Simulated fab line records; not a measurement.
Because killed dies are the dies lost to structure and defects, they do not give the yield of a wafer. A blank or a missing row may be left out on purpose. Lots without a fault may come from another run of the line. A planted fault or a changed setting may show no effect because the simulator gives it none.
Which of the tools did it?	flow n5-finfet	36 wafers from 12 lots sampled at 4 of the route's 1938 steps

## WHAT THE GAUGES READ, wafer by wafer
N5_BEOL_M10_THK_MEAS_01.
lot	measured	on	M10_ILD_THK (nm)
L075	day 11 04:16	film-metro-02	267 267 274
L077	day 11 04:42	film-metro-02	271 271 277
L078	day 11 10:24	film-metro-01	263 262 270
L081	day 12 08:36	film-metro-02	263 260 268
L082	day 12 15:59	film-metro-02	268 273 279
L086	day 13 17:51	film-metro-01	264 263 265
L087	day 14 01:14	film-metro-01	266 274 268
L090	day 14 06:04	film-metro-01	263 266 267
L089	day 14 16:36	film-metro-01	268 266 270
L093	day 15 15:52	film-metro-02	268 264 267
L095	day 15 15:07	film-metro-01	274 273 270
L097	day 17 02:22	film-metro-01	267 274 269

## EACH LOT AND THE TOOL THAT RAN IT (in order: tool; ch and the chambers of the sampled wafers; start)
lot	N5_BEOL_M9_CURE_72	N5_BEOL_M9_ALD_74	N5_BEOL_M9_DEP_56
L075	uv-cure-01 ch 0, day 11 01:13	ald-metal-01 ch 0,1, day 11 01:44	pecvd-01 ch 0,2, day 11 03:32
L077	uv-cure-01 ch 0, day 11 01:45	ald-metal-02 ch 0,1,2, day 11 02:11	pecvd-04 ch 0,1,2, day 11 03:59
L078	uv-cure-02 ch 1, day 11 07:04	ald-metal-01 ch 0,1,3, day 11 07:53	pecvd-01 ch 0,1,2, day 11 09:40
L081	uv-cure-02 ch 2, day 12 05:31	ald-metal-03 ch 1,2, day 12 06:14	pecvd-02 ch 0,1,2, day 12 07:52
L082	uv-cure-03 ch 2, day 12 11:34	ald-metal-03 ch 0,1, day 12 12:14	pecvd-01 ch 0,2, day 12 15:16
L086	uv-cure-01 ch 2, day 13 11:20	ald-metal-02 ch 0,1, day 13 12:00	pecvd-02 ch 0,1,2, day 13 17:07
L087	uv-cure-03 ch 1, day 13 21:34	ald-metal-03 ch 0,1,2, day 13 22:11	pecvd-02 ch 1,2, day 14 00:31
L090	uv-cure-01 ch 1, day 14 01:24	ald-metal-02 ch 0,1,3, day 14 01:59	pecvd-01 ch 0,1,2, day 14 05:20
L089	uv-cure-03 ch 1, day 14 10:44	ald-metal-02 ch 0,1,2, day 14 11:34	pecvd-04 ch 1,2, day 14 15:52
L093	uv-cure-03 ch 0, day 15 12:16	ald-metal-02 ch 0,2,3, day 15 12:58	pecvd-02 ch 0,1,2, day 15 15:08
L095	uv-cure-02 ch 1, day 15 12:17	ald-metal-01 ch 0,2,3, day 15 12:37	pecvd-04 ch 0,1,2, day 15 14:25
L097	uv-cure-01 ch 0, day 16 19:29	ald-metal-03 ch 0,2,3, day 16 20:22	pecvd-02 ch 0,2, day 17 01:10
- N5_BEOL_M9_CURE_72: cures SiCOH lowk, time 120 s.
- N5_BEOL_M9_ALD_74: deposits TaN, target thk 2 nm, pulse time 2 s, purge time 3 s.
- N5_BEOL_M9_DEP_56: deposits SiCN from 3MS/NH3, target thk 15 nm, time 26.5 s.

## THE ANSWER, worked out from the rows above alone
Rule: the lots themselves supply what counts as usual. Put in order of their means at a reading, lots are off if they are a third of the lots or fewer, leave a main group of 4 or more, and stand apart from it by a gap of 3 or more times the standard deviation of the main group's means; of several such gaps the widest counts. A main group whose means are all the same, to the digits that the tables above print for the reading, isn't used. Also off: a lot with no number at a reading for which 4 or more lots have one. All remaining lots with rows at the step are treated as sound.
No lot is off on any of the readings shown, so nothing can be concluded from this.

## WHAT THE SIMULATOR HAD INSERTED
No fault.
